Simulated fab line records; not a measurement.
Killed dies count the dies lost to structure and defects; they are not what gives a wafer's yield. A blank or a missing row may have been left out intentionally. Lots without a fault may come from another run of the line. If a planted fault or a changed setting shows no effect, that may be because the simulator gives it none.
fab line records	flow n5-finfet
record lots=6	wafers=18	last-day=18
route steps=1938 shown PASSIVATION@1918
lots untouched by any fault: they come from a run of this same line in which no faults occurred
start-h: the number of hours between the record's first day and the start of the first shown wafer of the lot	wait-h: time in hours since the lot's previous step	" as in the row above	L1.1+2: several wafers, shown together as one row	- value missing, or start not given	* or withheld: withheld	< > ~ a bound
route shown NAME@n: a module of which the file shows steps, and the number in the route of the first	usual: mean/standard deviation of fault-free wafers	same: alike in all rows	chamber/n: place in a boat	sites: readings site by site	_std_site: their standard deviation	_edge_site: the outer-site mean with the inner-site mean subtracted	radius-mm: for every site, how far away it sits from the centre of the wafer	mask NAME#n: copy n	behind: the last tool/chamber to shape the wafer	hold: what put the lot on hold/how long, in hours/how the hold closed	device: which transistor (n, p or np) failed to switch	end of line: the tests these same wafers got at the end of their route	step lacking rows: just its recipe	killed: dies that structure and defects cost at the first sort, which is not the same as the wafer's yield	map: a wafer's dies, x killed, . not, _ none there
set.NAME: the setting the step ran with; set.NAME@STEP: the setting that earlier step ran with	model.NAME: the simulator's own value behind a step, which no gauge read
lots seen at some steps along the route; tables by step, rows by wafer
services: a tool's chamber out of use, with start hour (start-h, from the record's first day; less than 0 if before it), hours out, and reason
## steps
# step N5_PASSIVATION_COAT_38
# recipe spin-rpm=3000	resist-thk-nm=withheld
# step N5_PASSIVATION_EBR_40
# recipe solvent=PGMEA	ebr-width-mm=1.5
# step N5_PASSIVATION_SOFTBAKE_39
# recipe temp-c=110	time-s=120
# step N5_PASSIVATION_EXPOSE_41
# recipe mask-id=PASS_OPEN	na=0.55	defocus-nm=0	source-shape=conventional	sigma-outer=0.8	polarization=unpolarized	target-cd-nm=40000	dose-mj=57.25
# step N5_PASSIVATION_PEB_42
# recipe peb-temp-c=withheld	peb-time-s=*
# step N5_PASSIVATION_DEVELOP_43
# recipe develop-time-s=60	rinse-liquid=diw	dry=air-spin	dev-temp-c=21
# step N5_PASSIVATION_HARDBAKE_45
# recipe temp-c=130	time-s=120
# step N5_PASSIVATION_CD_MEAS_44
# recipe target-cd-nm=40000	landing-energy-ev=500	detector=se-inlens
# usual cd-nm=40001/3.8
lot.wafer	tool	chamber	start-h	wait-h	cd-nm
L605.2	cd-sem-03	0	324.69	-	40004
L605.4	"	0	"	"	40006
L605.5	"	0	"	"	40005
L606.1	cd-sem-01	0	328.44	-	40004
L606.4	"	0	"	"	39997
L606.6	"	0	"	"	39999
L608.3	cd-sem-02	0	338.94	-	40002
L608.5	"	0	"	"	39996
L608.6	"	0	"	"	39997
L612.2	cd-sem-01	0	374.14	-	40005
L612.4	"	0	"	"	40001
L612.5	"	0	"	"	40001
L618.3	cd-sem-02	0	413.05	-	39998
L618.5	"	0	"	"	40006
L618.6	"	0	"	"	39999
L620.1	cd-sem-03	0	425.34	-	40002
L620.5	"	0	"	"	39998
L620.6	"	0	"	"	39998
# step N5_PASSIVATION_OVL_MEAS_66
# recipe points-per-wafer=44
# usual PASS_OPEN_OVL=0/6
lot.wafer	tool	chamber	start-h	wait-h	PASS_OPEN_OVL[nm]
L605.2	overlay-02	0	324.72	0.0	6
L605.4	"	0	"	"	12
L605.5	"	0	"	"	5
L606.1	overlay-01	0	328.47	0.0	3
L606.4	"	0	"	"	-10
L606.6	"	0	"	"	-10
L608.3	overlay-02	0	338.97	0.0	2
L608.5	"	0	"	"	-1
L608.6	"	0	"	"	-7
L612.2	overlay-01	0	374.17	0.0	10
L612.4	"	0	"	"	4
L612.5	"	0	"	"	7
L618.3	overlay-02	0	413.08	0.0	4
L618.5	"	0	"	"	6
L618.6	"	0	"	"	-2
L620.1	overlay-01	0	425.37	0.0	0
L620.5	"	0	"	"	-3
L620.6	"	0	"	"	-6
# step N5_PASSIVATION_INSPECT_67
# recipe mode=adi	inspect-instrument=macro
# usual raw-defect-count=1.8/1.5
lot.wafer	tool	chamber	start-h	wait-h	raw-defect-count
L605.2	defect-inspect-01	-	324.75	0.0	1
L605.4	"	-	"	"	1
L605.5	"	-	"	"	1
L606.1	defect-inspect-02	-	328.50	0.0	3
L606.4	"	-	"	"	1
L606.6	"	-	"	"	2
L608.3	defect-inspect-01	-	338.99	0.0	1
L608.5	"	-	"	"	0
L608.6	"	-	"	"	5
L612.2	defect-inspect-01	-	374.20	0.0	3
L612.4	"	-	"	"	1
L612.5	"	-	"	"	2
L618.3	defect-inspect-01	-	413.10	0.0	1
L618.5	"	-	"	"	5
L618.6	"	-	"	"	1
L620.1	defect-inspect-02	-	425.39	0.0	0
L620.5	"	-	"	"	2
L620.6	"	-	"	"	1
# step N5_PASSIVATION_DESCUM_46
# recipe chemistry=O2	time-s=7.9	source-power-w=50	bias-power-w=20	pressure-mtorr=20	rf-frequency-hz=2.712e+07	temp-c=40	o2-flow-sccm=225
# usual chamber-pressure-mTorr=20.001/0.019	drypump-motor-current-A=5.6/0.5	oes-product-au=0.79/0.082	rf-vpp-V=243.6/1.2	showerhead-plenum-p-Torr=2.12/0.064	throttle-valve-pct=20.58/0.22
lot.wafer	tool	chamber	start-h	wait-h	chamber-pressure-mTorr	drypump-motor-current-A	oes-product-au	rf-hours-counter-h	rf-vpp-V	showerhead-plenum-p-Torr	throttle-valve-pct
L605.2	rie-diel-01	3	324.85	0.1	19.984	5.3	0.68	235	243.2	2.14	20.39
L605.4	"	0	"	"	20.000	6.3	0.77	141	243.9	2.09	20.24
L605.5	"	1	"	"	20.001	5.2	0.81	-	243.9	2.13	20.58
L606.1	rie-diel-01	3	328.53	0.0	19.970	5.3	0.68	236	243.2	2.14	20.39
L606.4	"	1	"	"	20.008	5.2	0.81	96	244.7	2.13	20.57
L606.6	"	2	"	"	19.994	4.9	0.68	-	244.8	2.17	20.85
L608.3	rie-diel-01	1	339.03	0.0	19.965	5.2	0.80	100	242.5	2.13	20.57
L608.5	"	0	"	"	19.998	6.4	0.77	-	244.4	2.08	20.23
L608.6	"	1	"	"	19.976	5.2	0.80	-	244.4	2.13	20.56
L612.2	rie-diel-01	0	374.23	0.0	20.013	6.4	0.76	158	244.2	2.08	20.26
L612.4	"	2	"	"	19.985	4.9	0.67	-	244.5	2.17	20.90
L612.5	"	1	"	"	19.999	5.2	0.79	-	242.3	2.12	20.60
L618.3	rie-diel-01	1	413.13	0.0	19.958	5.2	0.78	130	243.1	2.12	20.62
L618.5	"	3	"	"	19.976	5.3	0.96	-	244.3	2.13	20.13
L618.6	"	2	"	"	19.965	5.0	0.99	-	243.2	2.16	20.57
L620.1	rie-diel-01	2	425.43	0.0	20.037	5.0	0.97	6	244.1	2.16	20.59
L620.5	"	3	"	"	20.000	5.3	0.95	-	244.8	2.13	20.14
L620.6	"	2	"	"	20.010	5.0	0.98	-	244.5	2.16	20.60
# step N5_PASSIVATION_PASS_ETCH_47
# recipe chemistry=CF4/O2	target=SiNx	target-depth-a=7700	time-s=385	ion-energy-ev=100	pressure-mtorr=40	source-w=535	bias-w=49	Ar_flow_sccm=100	cf4-flow-sccm=100	O2_flow_sccm=10
# usual cf4-flow-sccm=100.0/0.31	chamber-pressure-mTorr=40.01/0.037	drypump-motor-current-A=5.6/0.5	oes-product-au=0.78/0.079	rf-vpp-V=241/5.5	showerhead-plenum-p-Torr=2.23/0.069	throttle-valve-pct=15.96/0.18
lot.wafer	tool	chamber	start-h	wait-h	cf4-flow-sccm	chamber-pressure-mTorr	drypump-motor-current-A	oes-product-au	rf-hours-counter-h	rf-vpp-V	showerhead-plenum-p-Torr	throttle-valve-pct
L605.2	rie-diel-01	3	324.88	0.0	99.9	40.03	5.3	0.68	235	246	2.27	16.04
L605.4	"	0	"	"	99.5	39.96	6.4	0.77	141	245	2.20	15.75
L605.5	"	1	"	"	99.8	40.04	5.2	0.80	-	244	2.21	15.81
L606.1	rie-diel-01	3	328.57	0.0	99.8	40.03	5.3	0.68	236	246	2.27	16.05
L606.4	"	1	"	"	99.3	40.00	5.2	0.80	96	241	2.21	15.79
L606.6	"	2	"	"	99.9	39.95	4.9	0.69	-	243	2.26	16.26
L608.3	rie-diel-01	1	339.06	0.0	99.5	40.02	5.2	0.79	100	242	2.21	15.81
L608.5	"	0	"	"	99.6	40.03	6.4	0.76	-	245	2.20	15.76
L608.6	"	1	"	"	99.9	40.02	5.3	0.80	-	244	2.21	15.83
L612.2	rie-diel-01	0	374.26	0.0	100.0	40.00	6.4	0.75	158	243	2.20	15.80
L612.4	"	2	"	"	100.4	40.07	5.0	0.68	-	243	2.26	16.29
L612.5	"	1	"	"	100.3	40.00	5.2	0.78	-	242	2.21	15.84
L618.3	rie-diel-01	1	413.17	0.0	100.0	39.96	5.3	0.77	130	242	2.20	15.87
L618.5	"	3	"	"	99.8	40.02	5.3	0.95	-	246	2.26	15.64
L618.6	"	2	"	"	99.9	39.99	5.0	1.00	-	243	2.25	15.84
L620.1	rie-diel-01	2	425.46	0.0	100.2	39.97	4.9	0.97	6	243	2.25	15.84
L620.5	"	3	"	"	99.9	40.05	5.3	0.95	-	246	2.26	15.65
L620.6	"	2	"	"	99.8	40.02	5.0	0.98	-	243	2.25	15.82
# step N5_PASSIVATION_ETCH_54
# recipe chemistry=CHF3/O2	target=SiO2	target-depth-a=8800	CHF3_flow_sccm=50	O2_flow_sccm=5	Ar_flow_sccm=200	time-s=440	mask-material=PR	pressure-mtorr=30	source-w=650	bias-w=170	ion-energy-ev=200
# usual chamber-pressure-mTorr=29.999/0.028	drypump-motor-current-A=5.6/0.5	oes-product-au=0.78/0.078	rf-vpp-V=524/12	showerhead-plenum-p-Torr=2.44/0.075	throttle-valve-pct=18.92/0.18
lot.wafer	tool	chamber	start-h	wait-h	chamber-pressure-mTorr	drypump-motor-current-A	oes-product-au	rf-hours-counter-h	rf-vpp-V	showerhead-plenum-p-Torr	throttle-valve-pct	model.PASSIVATION.feature-depth-nm	model.etch.depth-nm
L605.2	rie-diel-01	3	325.11	0.1	29.993	5.3	0.68	235	534	2.48	18.91	866.6	866.6
L605.4	"	0	"	"	29.991	6.4	0.77	142	534	2.42	18.72	871.2	871.2
L605.5	"	1	"	"	30.031	5.2	0.80	-	529	2.43	18.82	880.8	880.7
L606.1	rie-diel-01	3	328.80	0.1	30.027	5.4	0.68	237	536	2.48	18.91	871.4	871.3
L606.4	"	1	"	"	29.928	5.2	0.80	96	528	2.43	18.82	885.6	885.7
L606.6	"	2	"	"	29.999	5.0	0.69	-	530	2.48	19.18	874	874
L608.3	rie-diel-01	1	339.29	0.1	30.010	5.2	0.80	100	529	2.43	18.82	877	877
L608.5	"	0	"	"	29.948	6.4	0.76	-	533	2.42	18.72	876.8	876.7
L608.6	"	1	"	"	30.027	5.2	0.80	-	527	2.43	18.82	879.8	879.7
L612.2	rie-diel-01	0	374.49	0.1	29.963	6.4	0.75	158	533	2.41	18.76	895.8	895.8
L612.4	"	2	"	"	30.049	4.9	0.68	-	529	2.47	19.20	875.8	875.9
L612.5	"	1	"	"	30.014	5.2	0.79	-	527	2.42	18.84	889	889
L618.3	rie-diel-01	1	413.40	0.1	29.988	5.3	0.77	130	527	2.42	18.88	889	889.1
L618.5	"	3	"	"	29.982	5.3	1.06	-	535	2.47	18.59	1390	1390
L618.6	"	2	"	"	29.980	4.9	1.11	-	530	2.47	18.84	1400	1400
L620.1	rie-diel-01	2	425.69	0.1	30.037	4.9	1.08	6	530	2.47	18.86	1391	1391
L620.5	"	3	"	"	30.020	5.4	1.06	-	535	2.47	18.61	1373	1373
L620.6	"	2	"	"	29.931	4.9	1.08	-	528	2.47	18.87	1390	1390
# step N5_PASSIVATION_STRIP_48
# recipe chemistry=O2	power-w=600	temp-c=60	pressure-mtorr=30	rf-frequency-hz=6e+07	bias-power-w=0	overash-fraction=0.5	o2-flow-sccm=225
# usual chamber-pressure-mTorr=30.00/0.12	drypump-motor-current-A=5.6/0.5	oes-product-au=0.79/0.084	rf-vpp-V=3.6/2.3	showerhead-plenum-p-Torr=2.13/0.064	throttle-valve-pct=16.81/0.2
lot.wafer	tool	chamber	start-h	wait-h	chamber-pressure-mTorr	drypump-motor-current-A	oes-product-au	rf-hours-counter-h	rf-vpp-V	showerhead-plenum-p-Torr	throttle-valve-pct
L605.2	rie-diel-01	3	325.40	0.1	30.18	5.3	0.68	235	2.4	2.14	16.83
L605.4	"	0	"	"	30.09	6.3	0.78	142	5.4	2.09	16.48
L605.5	"	1	"	"	30.05	5.2	0.80	-	7.4	2.13	16.77
L606.1	rie-diel-01	3	329.08	0.1	30.06	5.3	0.67	237	0	2.14	16.70
L606.4	"	1	"	"	29.92	5.3	0.83	97	7.0	2.13	16.77
L606.6	"	2	"	"	29.90	4.9	0.68	-	0	2.18	17.15
L608.3	rie-diel-01	1	339.58	0.1	29.76	5.2	0.82	100	3.3	2.13	16.71
L608.5	"	0	"	"	30.01	6.3	0.73	-	3.5	2.09	16.49
L608.6	"	1	"	"	30.05	5.2	0.79	-	2.5	2.13	16.74
L612.2	rie-diel-01	0	374.78	0.1	29.76	6.3	0.79	159	1.3	2.08	16.57
L612.4	"	2	"	"	30.02	5.0	0.68	-	6.8	2.17	17.20
L612.5	"	1	"	"	30.07	5.2	0.79	-	2.2	2.13	16.80
L618.3	rie-diel-01	1	413.69	0.1	29.80	5.2	0.79	130	1.8	2.12	16.86
L618.5	"	3	"	"	29.98	5.4	0.96	-	2.1	2.13	16.29
L618.6	"	2	"	"	30.18	4.9	0.99	-	4.2	2.17	16.81
L620.1	rie-diel-01	2	425.98	0.1	29.99	5.0	0.97	6	6.1	2.17	16.81
L620.5	"	3	"	"	29.98	5.4	0.94	-	0.1	2.13	16.29
L620.6	"	2	"	"	29.89	5.0	0.99	-	4.1	2.16	16.77
# step N5_PASSIVATION_PROBE_49
# usual defect-limited-yield=91.7/1.5	killed_at_M0_to_M3=32/10	killed_at_M4_up=14/5.3	killed-at-contacts=13/5.7	killed-at-front-end=37/10	killed-at-other=3.3/2.5	killed-dies=98/18	killed-open=65/13	killed-short=31/7.5	sort_bin_5_function=4.9/0.91	sort_bin_6_memory=3.1/0.71	sort_bin_8_speed=0.00/0.017	sort-n-pass=1082/18	sort-yield-pct=91.7/1.5
# same gross-dies=1180	killed-at-back-side=0	sort_bin_4_leakage[%]=0
lot.wafer	tool	chamber	start-h	wait-h	defect-limited-yield[%]	killed_at_M0_to_M3	killed_at_M4_up	killed-at-contacts	killed-at-front-end	killed-at-other	killed-dies	killed-open	killed-short	sort_bin_5_function[%]	sort_bin_6_memory[%]	sort_bin_8_speed[%]	sort-n-pass	sort-yield-pct[%]
L618.3	prober-01	-	416.28	0.1	91.3	24	12	26	32	9	103	76	24	5.2	3.1	0	1077	91.3
# killed by level:class
L618.3 MOL_CONTACT_COAG:geometric-particle:open=21 STI_FIN_REVEAL:geometric-particle:open=12 FIN_SAQP:geometric-particle:open=6 BEOL_M0_SAQP:geometric-particle:open=6 MOL_CONTACT_COAG:geometric-particle:short=5 BEOL_M0_SAQP:geometric-particle:short=5 BEOL_M1:geometric-particle:open=5 BEOL_M2:geometric-particle:open=5
## services
tool	chamber	start-h	hours	kind
rie-diel-01	-	322.39	0.2	repair
rie-diel-01	3	372.47	-	clean
rie-diel-01	3	372.47	-	consumable-replace:focus-ring
rie-diel-01	3	372.47	19.3	scheduled-down
rie-diel-01	3	372.47	19.3	vent-cycle
rie-diel-01	2	391.81	-	clean
rie-diel-01	2	391.81	-	consumable-replace:focus-ring
rie-diel-01	2	391.81	15.4	scheduled-down
rie-diel-01	2	391.81	15.4	vent-cycle
## key
first-sign none at tools or gauges
model-effect step=N5_PASSIVATION_ETCH_54	value=PASSIVATION.feature-depth-nm	without=908.4	struck=1389
met-at N5_PASSIVATION_ETCH_54
struck-wafers L618.5,L618.6,L620.1,L620.5,L620.6
onset-between 374.49 413.40
fault kind=process-parameter-drift	tool=rie-diel-01	chamber=-	onset-h=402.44	steps=N5_PASSIVATION_ETCH_54	channel=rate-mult	offset=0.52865	shape=step	end-h=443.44	scope=struck-wafers-only
